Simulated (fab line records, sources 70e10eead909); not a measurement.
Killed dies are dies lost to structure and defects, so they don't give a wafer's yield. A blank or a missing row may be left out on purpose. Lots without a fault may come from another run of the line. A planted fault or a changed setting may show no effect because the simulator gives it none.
Which tool did it? | flow nand_harc | 14 lots, 41 wafers sampled, at 4 steps of a route of 1302

WHAT THE GAUGES READ, wafer by wafer
NHARC_A_SOURCE_PLATE_INSPECT_08.
lot  | measured     | on                | raw_defect_count
L900 | day 7 10:35  | defect_inspect-01 | 26 29 30
L901 | day 8 03:37  | defect_inspect-02 | 56 48 35
L902 | day 8 08:50  | defect_inspect-01 | 33 42 60
L903 | day 8 22:29  | defect_inspect-01 | 54 41 69
L904 | day 9 07:16  | defect_inspect-01 | 39 47 86
L905 | day 9 22:34  | defect_inspect-01 | 58 71 71
L915 | day 14 04:28 | defect_inspect-01 | 47 22
L916 | day 14 10:23 | defect_inspect-02 | 34 38 21
L917 | day 14 21:14 | defect_inspect-02 | 84 78 72
L918 | day 15 09:22 | defect_inspect-01 | 42 64 48
L920 | day 15 19:56 | defect_inspect-02 | 42 39 34
L921 | day 16 07:27 | defect_inspect-02 | 102 112 109
L922 | day 16 22:19 | defect_inspect-02 | 77 46 65
L923 | day 17 06:52 | defect_inspect-01 | 60 70 64

NHARC_A_ONON_D1_THK_MEAS_11: measures by ellipsometry.
lot  | measured     | on            | thk_nm (nm)
L900 | day 7 12:52  | film_metro-02 | 984 985 985
L901 | day 8 05:54  | film_metro-02 | 999 999 1001
L902 | day 8 11:06  | film_metro-02 | 989 988 990
L903 | day 9 00:54  | film_metro-02 | 994 994 995
L904 | day 9 09:34  | film_metro-02 | 987 987 986
L905 | day 10 00:50 | film_metro-01 | 993 993 994
L915 | day 14 06:46 | film_metro-02 | 1005 1553
L916 | day 14 12:39 | film_metro-01 | 1001 1549 999
L917 | day 14 23:31 | film_metro-01 | 992 990 988
L918 | day 15 11:38 | film_metro-02 | 998 997 999
L920 | day 15 22:25 | film_metro-02 | 1006 1005 1003
L921 | day 16 09:43 | film_metro-01 | 1006 1006 1006
L922 | day 17 00:35 | film_metro-01 | 992 992 994
L923 | day 17 09:08 | film_metro-02 | 985 987 986

NHARC_END_SORT_01.
lot  | measured     | on        | killed_at_array | killed_at_other | killed_at_periphery | killed_dies | killed_open | killed_short
L915 | day 30 09:19 | prober-02 | 79 671          | 0 0             | 4 6                 | 83 677      | 4 3         | 2 0
L916 | day 30 09:15 | prober-01 | 63 673 65       | 1 0 1           | 3 4 5               | 67 677 71   | 7 3 6       | 6 2 5

WHICH TOOL RAN EACH LOT (tool, then ch and the chambers of the sampled wafers, then the start)
lot  | NHARC_A_ONON_D1_DEP_09
L900 | pecvd_onon-04 ch 0, day 7 12:21
L901 | pecvd_onon-01 ch 0, day 8 05:26
L902 | pecvd_onon-02 ch 0, day 8 10:35
L903 | pecvd_onon-01 ch 0, day 9 00:26
L904 | pecvd_onon-04 ch 0, day 9 09:02
L905 | pecvd_onon-04 ch 0, day 10 00:23
L915 | pecvd_onon-02 ch 0, day 14 06:15
L916 | pecvd_onon-02 ch 0, day 14 12:08
L917 | pecvd_onon-04 ch 0, day 14 23:07
L918 | pecvd_onon-04 ch 0, day 15 11:08
L920 | pecvd_onon-04 ch 0, day 15 21:54
L921 | pecvd_onon-04 ch 0, day 16 09:16
L922 | pecvd_onon-01 ch 0, day 17 00:05
L923 | pecvd_onon-02 ch 0, day 17 08:41
- NHARC_A_ONON_D1_DEP_09: target thk 1000 nm.

WHAT THE TOOLS THEMSELVES READ (means of the sampled wafers that have a number; where no wafer has one, the mark that the record gives instead)
The record holds no such reading with a usual standard deviation.

THE ANSWER, worked out from the rows above alone
Rule: what is usual is taken from the lots themselves. Put in order of their means at a reading, lots are off if they are a third of the lots or fewer, leave a main group of 4 or more, and stand apart from it by a gap of 3 or more times the standard deviation of the main group's means; of several such gaps the widest counts. A main group whose means are all the same, to the digits that the tables above print for the reading, isn't used. A lot without any number at a reading at which 4 lots or more have one is off too. The other lots that the step has rows for count as sound. The gauges are gone through in route order, then the tools' own readings, and for those a lot's mean is taken as printed above. The first step at which some lot is off is used, and at that step the reading that is off furthest; a lot without a number counts as furthest.
Off: L915, L916, at NHARC_A_ONON_D1_THK_MEAS_11 (thk_nm). The main group: mean 994 nm, standard deviation 6.8.
A tool fits if, at a process step before that reading, it ran every lot that is off, and no sound lot after the first of them. The gauges at NHARC_A_ONON_D1_THK_MEAS_11 are tried like those tools. None of those tried fits.

WHAT THE SIMULATOR HAD PUT IN
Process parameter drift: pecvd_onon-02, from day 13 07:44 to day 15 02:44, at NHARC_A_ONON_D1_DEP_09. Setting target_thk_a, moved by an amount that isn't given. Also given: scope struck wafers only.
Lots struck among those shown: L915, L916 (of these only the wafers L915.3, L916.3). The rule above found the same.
